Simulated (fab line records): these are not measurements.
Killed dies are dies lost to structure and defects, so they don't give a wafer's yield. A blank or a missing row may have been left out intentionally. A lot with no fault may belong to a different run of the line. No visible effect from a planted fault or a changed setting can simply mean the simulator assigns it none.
Chamber matching + flow nand-harc + NHARC_P_BONDPAD_ETCH_37 on rie-diel-12: 4 sister chambers
The step etches the open film in N2/H2, target depth 60 nm, overetch 18 nm, time 65.91 s. 8 wafers are shown with their chamber, then 8 later ones without.

## WAFERS, EACH WITH ITS CHAMBER
| wafer  | chamber | drypump-motor-current-A (A) | rf-vpp-V (V) |
|--------|---------|-----------------------------|--------------|
| L718.6 | 3       | 5.0                         | 429.4        |
| L721.5 | 3       | 5.0                         | 427.0        |
| L724.1 | 1       | 5.2                         | 429.1        |
| L724.6 | 0       | 5.7                         | 426.5        |
| L725.4 | 1       | 5.1                         | 429.4        |
| L726.1 | 0       | 5.7                         | 427.0        |
| L726.3 | 2       | 6.2                         | 432.1        |
| L726.4 | 2       | 6.1                         | 432.7        |

## WAFERS MISSING THEIR CHAMBER
| wafer  | drypump-motor-current-A (A) | rf-vpp-V (V) |
|--------|-----------------------------|--------------|
| L732.1 | 6.1                         | 433.5        |
| L732.4 | 5.0                         | 428.3        |
| L739.1 | 6.1                         | 432.9        |
| L739.2 | 5.0                         | 429.2        |
| L739.6 | 5.0                         | 428.5        |
| L738.2 | 5.2                         | 428.5        |
| L738.4 | 6.2                         | 433.6        |
| L738.5 | 6.2                         | 433.8        |

## WHICH CHAMBER EACH WENT THROUGH
| wafer  | from the rows above     | in truth |
|--------|-------------------------|----------|
| L732.1 | 2                       | 2        |
| L732.4 | 3                       | 3        |
| L739.1 | 2                       | 2        |
| L739.2 | can't be placed: 3 or 1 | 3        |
| L739.6 | 3                       | 3        |
| L738.2 | 1                       | 1        |
| L738.4 | 2                       | 2        |
| L738.5 | 2                       | 2        |
Correctly placed: 7 of 8. These rows do not allow placing 1 (true chamber among the candidates in 1). Number placed wrongly: 0.
How it was worked out, from the rows above alone: a wafer's distance from a chamber is the root of the sum, over the readings, of the square of ((its reading less the chamber's mean) divided by the reading's scatter). The wafer belongs to the nearest chamber; if the next one is less than 2 further off, it can't be placed. Each chamber's mean is taken over the wafers shown for it. The scatter is the square root of a quotient: the sum, over the shown wafers, of each reading's squared deviation from its chamber's mean, divided by wafers minus chambers.
